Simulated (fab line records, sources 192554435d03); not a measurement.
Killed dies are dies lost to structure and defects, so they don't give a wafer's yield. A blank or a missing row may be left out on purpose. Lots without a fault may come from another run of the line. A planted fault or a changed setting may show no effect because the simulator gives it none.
fab line records | flow n5_finfet | part 2 of 2: steps 24 to 29 of 29
record lots=5 wafers=15 last_day=19
route steps=1938 shown GATE_CUT@465
lots that met no fault: from a run of the same line without faults
start_h: hours from the record's first day to the start of the lot's first wafer shown | wait_h: hours since the lot's step before | " the same as in the row above | L1.1+2: a row that stands for several wafers | - no value, or no start given | * or withheld: withheld | < > ~ a bound
route shown NAME@n: a module of which the file shows steps, and the number in the route of the first | usual: mean/standard deviation of fault-free wafers | same: alike in all rows | chamber/n: place in a boat | sites: the reading at each site | _std_site: their standard deviation | _edge_site: outer sites' mean less inner sites' | radius_mm: how far each site lies from the wafer's centre | mask NAME#n: copy n | behind: the tool/chamber that last shaped the wafer | hold: why the lot was held/for how many hours/how that ended | device: the transistor (n, p or np) that didn't switch | end of line: the same wafers' tests at the end of the route | a step without rows: its recipe alone | killed: dies lost to structure and defects at the first sort, not the wafer's yield | map: a wafer's dies, x killed, . not, _ none there
set.NAME: the setting as run; set.NAME@STEP: as run at that earlier step | model.NAME: the simulator's own value behind a step, which no gauge read
lots at some steps of the route; a table a step, a row a wafer
services: from which hour (start_h, from the record's first day; less than 0 if before it) a tool's chamber was out of use, for how many hours, and why
## steps
# step N5_GATE_CUT_INSPECT_15
# recipe mode=adi inspect_instrument=brightfield
# usual raw_defect_count=128/43
# columns lot.wafer tool chamber start_h wait_h raw_defect_count
L081.3 defect_inspect-02 - 126.87 0.0 148
L081.4 " - " " 166
L081.5 " - " " 230
L087.3 defect_inspect-01 - 162.12 0.0 77
L087.4 " - " " 69
L087.6 " - " " 130
L088.1 defect_inspect-02 - 172.41 0.1 123
L088.4 " - " " 200
L088.5 " - " " 109
L089.1 defect_inspect-01 - 180.31 0.1 103
L089.4 " - " " 80
L089.6 " - " " 102
L095.1 defect_inspect-02 - 212.33 0.1 161
L095.3 " - " " 137
L095.4 " - " " 158
# step N5_GATE_CUT_DESCUM_18
# recipe chemistry=O2 time_s=7 source_power_w=50 bias_power_w=20 pressure_mtorr=20 rf_frequency_hz=2.712e+07 temp_c=40 resist=CAR-EUV o2_flow_sccm=225
# usual drypump_motor_current_A=5.5/0.34 oes_product_au=0.75/0.077 rf_vpp_V=242.5/1.3 showerhead_plenum_p_Torr=2.06/0.064 throttle_valve_pct=20.46/0.24
# columns lot.wafer tool chamber start_h wait_h drypump_motor_current_A oes_product_au rf_hours_counter_h rf_vpp_V showerhead_plenum_p_Torr throttle_valve_pct
L081.3 rie_diel-06 2 126.99 0.1 5.2 0.72 198 244.8 2.17 20.47
L081.4 " 3 " " 5.4 0.75 155 242.6 2.03 20.90
L081.5 " 1 " " 5.6 0.75 - 241.3 2.00 20.32
L087.3 rie_diel-02 2 162.25 0.1 5.5 0.72 226 244.3 2.06 20.28
L087.4 " 1 " " 6.0 0.72 175 242.5 1.98 20.06
L087.6 " 3 " " 5.7 0.72 - 241.3 2.07 20.70
L088.1 rie_diel-02 2 172.56 0.1 5.5 0.71 229 240.6 2.06 20.29
L088.4 " 2 " " 5.5 0.71 - 242.8 2.06 20.31
L088.5 " 3 " " 5.7 0.72 - 244.1 2.07 20.71
L089.1 rie_diel-02 2 180.44 0.1 5.5 0.70 232 243.9 2.06 20.29
L089.4 " 2 " " 5.5 0.71 - 241.3 2.06 20.31
L089.6 " 1 " " 6.1 0.71 - 240.8 1.98 20.06
L095.1 rie_diel-04 3 212.37 0.0 5.7 0.67 238 242.8 2.06 20.61
L095.3 " 0 " " 5.8 0.92 24 242.2 2.07 20.29
L095.4 " 2 " " 5.2 0.72 172 246.1 2.19 20.57
# step N5_GATE_CUT_ETCH_28
# recipe chemistry=N2/H2 target=underlayer target_depth_a=130 mask_material=CAR-EUV time_s=10.4 ion_energy_ev=200 pressure_mtorr=30 source_w=840 bias_w=150 n2_flow_sccm=200 h2_flow_sccm=200 ends=cleared
# usual drypump_motor_current_A=5.5/0.34 etch_rf_on_time_s=10.4/0.3 oes_product_au=0.64/0.063 rf_vpp_V=522.8/2.4 showerhead_plenum_p_Torr=2.51/0.079 throttle_valve_pct=17.90/0.23
# columns lot.wafer tool chamber start_h wait_h drypump_motor_current_A etch_rf_on_time_s oes_product_au rf_hours_counter_h rf_vpp_V showerhead_plenum_p_Torr throttle_valve_pct
L081.3 rie_diel-06 2 127.03 0.0 5.2 10.2 0.62 198 526.9 2.64 17.98
L081.4 " 3 " " 5.3 10.2 0.64 155 520.8 2.44 18.07
L081.5 " 1 " " 5.7 9.8 0.65 - 519.2 2.41 17.64
L087.3 rie_diel-02 2 162.28 0.0 5.5 10.5 0.61 226 523.9 2.51 17.78
L087.4 " 1 " " 6.0 10.9 0.60 175 522.4 2.43 17.65
L087.6 " 3 " " 5.7 10.5 0.61 - 523.5 2.51 18.18
L088.1 rie_diel-02 2 172.60 0.0 5.5 10.5 0.61 229 524.9 2.51 17.79
L088.4 " 2 " " 5.5 10.6 0.60 - 523.3 2.51 17.79
L088.5 " 3 " " 5.7 10.5 0.61 - 523.2 2.51 18.19
L089.1 rie_diel-02 2 180.47 0.0 5.5 10.7 0.60 232 523.9 2.51 17.80
L089.4 " 2 " " 5.5 10.6 0.60 - 522.8 2.51 17.82
L089.6 " 1 " " 6.1 10.9 0.60 - 520.9 2.43 17.67
L095.1 rie_diel-04 3 212.41 0.0 5.6 10.0 0.60 238 522.7 2.51 18.11
L095.3 " 0 " " 5.8 10.1 0.79 24 522.4 2.50 17.58
L095.4 " 2 " " 5.3 10.7 0.62 172 525.9 2.66 18.11
# step N5_GATE_CUT_ETCH_36
# recipe chemistry=CF4 target=SiARC target_depth_a=130 mask_material=CAR-EUV time_s=21.7 ion_energy_ev=80 pressure_mtorr=40 source_w=545 bias_w=36 Ar_flow_sccm=100 cf4_flow_sccm=100 ends=cleared
# usual cf4_flow_sccm=100.0/0.31 drypump_motor_current_A=5.5/0.34 etch_rf_on_time_s=21.8/0.62 mfc_ar_sccm=100.1/0.31 oes_product_au=0.64/0.064 rf_vpp_V=183.7/1.2 showerhead_plenum_p_Torr=2.11/0.059 throttle_valve_pct=15.62/0.22
# columns lot.wafer tool chamber start_h wait_h cf4_flow_sccm drypump_motor_current_A etch_rf_on_time_s mfc_ar_sccm oes_product_au rf_hours_counter_h rf_vpp_V showerhead_plenum_p_Torr throttle_valve_pct
L081.3 rie_diel-06 2 127.05 0.0 100.0 5.2 21.2 99.9 0.63 198 186.2 2.21 15.68
L081.4 " 3 " " 100.4 5.4 21.4 100.3 0.65 155 182.3 2.05 15.89
L081.5 " 1 " " 100.2 5.6 20.7 99.8 0.65 - 183.3 2.06 15.57
L087.3 rie_diel-02 2 162.30 0.0 100.0 5.5 21.9 100.1 0.60 226 183.7 2.11 15.56
L087.4 " 1 " " 100.1 6.0 22.4 100.0 0.61 175 183.0 2.04 15.34
L087.6 " 3 " " 100.1 5.7 21.5 99.9 0.62 - 184.2 2.11 15.84
L088.1 rie_diel-02 2 172.62 0.0 100.0 5.5 22.2 100.6 0.61 229 183.1 2.11 15.57
L088.4 " 2 " " 100.0 5.5 22.0 100.6 0.61 - 183.8 2.11 15.57
L088.5 " 3 " " 100.1 5.7 21.6 100.0 0.61 - 183.0 2.11 15.86
L089.1 rie_diel-02 2 180.49 0.0 100.1 5.5 22.2 100.0 0.60 232 183.7 2.11 15.58
L089.4 " 2 " " 100.3 5.5 22.3 99.7 0.60 - 182.8 2.11 15.57
L089.6 " 1 " " 100.3 6.0 22.9 100.1 0.60 - 183.1 2.04 15.35
L095.1 rie_diel-04 3 212.43 0.0 99.7 5.7 21.1 100.3 0.58 238 184.2 2.10 15.80
L095.3 " 0 " " 99.8 5.8 21.1 99.8 0.80 24 184.1 2.10 15.28
L095.4 " 2 " " 99.9 5.2 22.6 99.8 0.61 172 185.8 2.22 15.69
# step N5_GATE_CUT_ETCH_37
# recipe chemistry=N2/H2 target=SOC target_depth_a=600 overetch_a=120 mask_material=SiARC temp_c=40 time_s=90 ion_energy_ev=200 pressure_mtorr=30 source_w=840 bias_w=150 n2_flow_sccm=200 h2_flow_sccm=200
# usual drypump_motor_current_A=5.5/0.34 oes_product_au=0.67/0.065 rf_vpp_V=523.0/2.2 showerhead_plenum_p_Torr=2.51/0.079 throttle_valve_pct=17.87/0.23
# columns lot.wafer tool chamber start_h wait_h drypump_motor_current_A oes_product_au rf_hours_counter_h rf_vpp_V showerhead_plenum_p_Torr throttle_valve_pct
L081.3 rie_diel-06 2 127.07 0.0 5.2 0.65 198 526.6 2.64 17.93
L081.4 " 3 " " 5.4 0.68 155 520.9 2.44 18.07
L081.5 " 1 " " 5.7 0.67 - 519.9 2.41 17.61
L087.3 rie_diel-02 2 162.33 0.0 5.5 0.64 226 524.0 2.51 17.77
L087.4 " 1 " " 6.0 0.65 175 519.7 2.43 17.62
L087.6 " 3 " " 5.7 0.65 - 523.3 2.51 18.15
L088.1 rie_diel-02 2 172.64 0.0 5.5 0.64 229 522.3 2.51 17.77
L088.4 " 2 " " 5.5 0.64 - 522.1 2.51 17.77
L088.5 " 3 " " 5.7 0.63 - 521.4 2.51 18.15
L089.1 rie_diel-02 2 180.52 0.0 5.5 0.64 232 523.2 2.51 17.77
L089.4 " 2 " " 5.5 0.64 - 521.3 2.51 17.78
L089.6 " 1 " " 6.0 0.66 - 520.6 2.43 17.63
L095.1 rie_diel-04 3 212.45 0.0 5.6 0.60 238 523.1 2.51 18.10
L095.3 " 0 " " 5.8 0.83 24 521.9 2.50 17.59
L095.4 " 2 " " 5.3 0.66 172 524.7 2.66 18.11
# step N5_GATE_CUT_STRIP_38
# recipe chemistry=N2/H2 temp_c=40 n2_flow_sccm=200 h2_flow_sccm=200 rf_frequency_hz=6e+07
# columns lot.wafer tool chamber start_h wait_h
L081.3+4+5 rie_diel-06 2,3,1 127.13 0.0
L087.3+4+6 rie_diel-02 2,1,3 162.39 0.0
L088.1+4+5 rie_diel-02 2,2,3 172.71 0.0
L089.1+4+6 rie_diel-02 2,2,1 180.58 0.0
L095.1+3+4 rie_diel-04 3,0,2 212.52 0.0
## services
# columns tool chamber start_h hours kind
rie_metal-03 - 99.25 2.8 pm
pecvd-01 0 99.73 11.7 repair
rie_diel-06 0 104.78 5.5 repair
euv_scanner-01 - 107.84 5.8 pm
ald_sin-01 - 110.18 2.8 pm
ald_sin-03 - 110.86 1.4 repair
euv_scanner-01 - 115.13 0.2 repair
rie_diel-04 - 116.06 28.1 pm
euv_scanner-02 - 133.99 1.3 repair
cmp-04 - 134.18 0.7 repair
euv_scanner-01 - 135.32 1.0 pm
pecvd-01 0 139.76 7.1 repair
rie_diel-02 1 154.13 5.4 repair
euv_scanner-02 - 154.17 1.0 pm
euv_scanner-02 - 166.19 0.2 repair
rie_diel-04 3 167.41 8.7 repair
euv_scanner-02 - 172.86 5.8 pm
wet_bench-06 - 177.04 1.1 repair
rie_diel-02 - 179.40 1.0 repair
euv_scanner-01 - 186.34 19.1 repair
rie_diel-06 2 189.08 10.0 repair
ald_sin-03 3 193.74 3.0 repair
cmp-04 - 200.39 4.0 pm
euv_scanner-02 - 206.41 6.2 pm
